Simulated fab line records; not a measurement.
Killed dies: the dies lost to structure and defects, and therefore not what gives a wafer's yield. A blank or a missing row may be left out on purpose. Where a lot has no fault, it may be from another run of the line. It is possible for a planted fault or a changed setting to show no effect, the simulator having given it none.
One fault through the eyes of 3 desks | flow n5Finfet | each desk has only its own numbers; what lay behind them comes last

## THE METROLOGY DESK
Lot by lot, what the gauges showed, no matter which tool ran the lot: averages of those sampled wafers that carry a number. The brackets show how far a lot's mean lies from the usual mean; more than 4 standard deviations puts the lot out of limits, marked OUT. It has 12 readings; the 7 that lie furthest out on some lot are the ones shown.
Columns: A = cdNm at N5_MOL_CONTACT_COAG_CD_MEAS_40, usual 25.10 nm; B = DIBL_N at N5_BEOL_M4_RC_MEAS_101, usual 36.4 mV/V; C = IOFF_P at N5_BEOL_M4_RC_MEAS_101, usual 0.21 nA/um; D = ION_P at N5_BEOL_M4_RC_MEAS_101, usual 465 uA/um; E = SS_N at N5_BEOL_M4_RC_MEAS_101, usual 71.5 mV/dec; F = SS_P at N5_BEOL_M4_RC_MEAS_101, usual 73.2 mV/dec; G = VT_P at N5_BEOL_M4_RC_MEAS_101, usual -250 mV
lot  | first seen here | A     | B    | C    | D   | E    | F    | G
L614 | day 6 18:05     | 25.15 | 37.0 | 0.26 | 474 | 71.8 | 73.6 | -246
L619 | day 7 20:50     | 24.81 | 36.2 | 0.19 | 461 | 71.1 | 73.5 | -251
L623 | day 8 20:40     | 24.80 | 33.5 | 0.17 | 460 | 70.8 | 72.2 | -254
L624 | day 9 03:44     | 25.12 | 35.1 | 0.18 | 461 | 70.6 | 72.7 | -253
L625 | day 9 11:34     | 24.72 | 35.8 | 0.20 | 464 | 71.3 | 72.7 | -250
L630 | day 10 17:59    | 24.96 | 36.8 | 0.22 | 469 | 71.6 | 73.3 | -248
L631 | day 11 00:15    | 25.00 | 36.9 | 0.23 | 465 | 71.5 | 73.5 | -248
This desk found nothing out of limits on any of the 7 lots.

## THE DEFECT DESK
Counts from the inspections along the route, per lot, as means over the sampled wafers that have a number. The brackets show how far a lot's mean lies from the usual mean; more than 4 standard deviations puts the lot out of limits, marked OUT.
Columns: A = rawDefectCount at N5_MOL_CONTACT_COAG_INSPECT_42, usual 214
lot  | first seen here | A
L614 | day 6 18:10     | 188
L619 | day 7 20:55     | 219
L623 | day 8 20:44     | 167
L624 | day 9 03:49     | 206
L625 | day 9 11:39     | 139
L630 | day 10 18:04    | 264
L631 | day 11 00:20    | 328
This desk found nothing out of limits on any of the 7 lots.

## AT THE TOOL OWNER'S DESK: rieDiel-02
The tool's own readings at N5_MOL_CONTACT_COAG_ETCH_66 (etches SiARC in CF4, target depth 13 nm, time 21.7 s): means of the sampled wafers that have a number, for each lot that ran on this tool. The brackets show how far a lot's mean lies from the usual mean; more than 4 standard deviations puts the lot out of limits, marked OUT.
Columns: A = biasW at N5_MOL_CONTACT_COAG_ETCH_66, usual 36.00 W; B = drypumpMotorCurrentA at N5_MOL_CONTACT_COAG_ETCH_66, usual 5.8 A; C = etchRfOnTimeS at N5_MOL_CONTACT_COAG_ETCH_66, usual 21.6 s; D = oesProductAu at N5_MOL_CONTACT_COAG_ETCH_66, usual 0.66 a.u.; E = rfVppV at N5_MOL_CONTACT_COAG_ETCH_66, usual 183.9 V; F = showerheadPlenumPTorr at N5_MOL_CONTACT_COAG_ETCH_66, usual 2.13 Torr; G = throttleValvePct at N5_MOL_CONTACT_COAG_ETCH_66, usual 15.74 %
lot  | first seen here | A     | B   | C              | D    | E     | F    | G
L619 | day 7 21:01     | 35.91 | 5.8 | 21.2           | 0.63 | 184.1 | 2.16 | 15.83
L623 | day 8 20:51     | 36.05 | 6.2 | 15.2 (-13) OUT | 0.78 | 185.2 | 2.17 | 15.74
L624 | day 9 03:55     | 35.91 | 5.3 | 16.8 (-10) OUT | 0.74 | 183.1 | 2.16 | 15.93
L625 | day 9 11:46     | 36.05 | 5.4 | 14.7 (-14) OUT | 0.79 | 185.2 | 2.17 | 15.85
This desk's verdict: out of limits on L623, L624, L625, starting with L623 at day 8 20:51 (etchRfOnTimeS at N5_MOL_CONTACT_COAG_ETCH_66). Within limits: L619.

## ALL TOGETHER
The tool owner's desk had the chance to raise an alarm at day 8 20:51 on L623, L624, L625.
Metrology desk: nothing out of limits seen.
Nothing the defect desk looked at was out of limits.
The metrology desk has L623, L624, L625 on record, within its limits.
The defect desk has L623, L624, L625 on record, within its limits.
The lots listed all ran N5_MOL_CONTACT_COAG_ETCH_66 on rieDiel-02.

## WHAT THE SIMULATOR HAD PUT IN
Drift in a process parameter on rieDiel-02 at N5_MOL_CONTACT_COAG_ETCH_66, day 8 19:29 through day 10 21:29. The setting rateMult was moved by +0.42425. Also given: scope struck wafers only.
Struck lots among those shown: L623, L624, L625.
Hours from the fault's start to each desk's first reading out of limits: the tool owner's desk, 1.
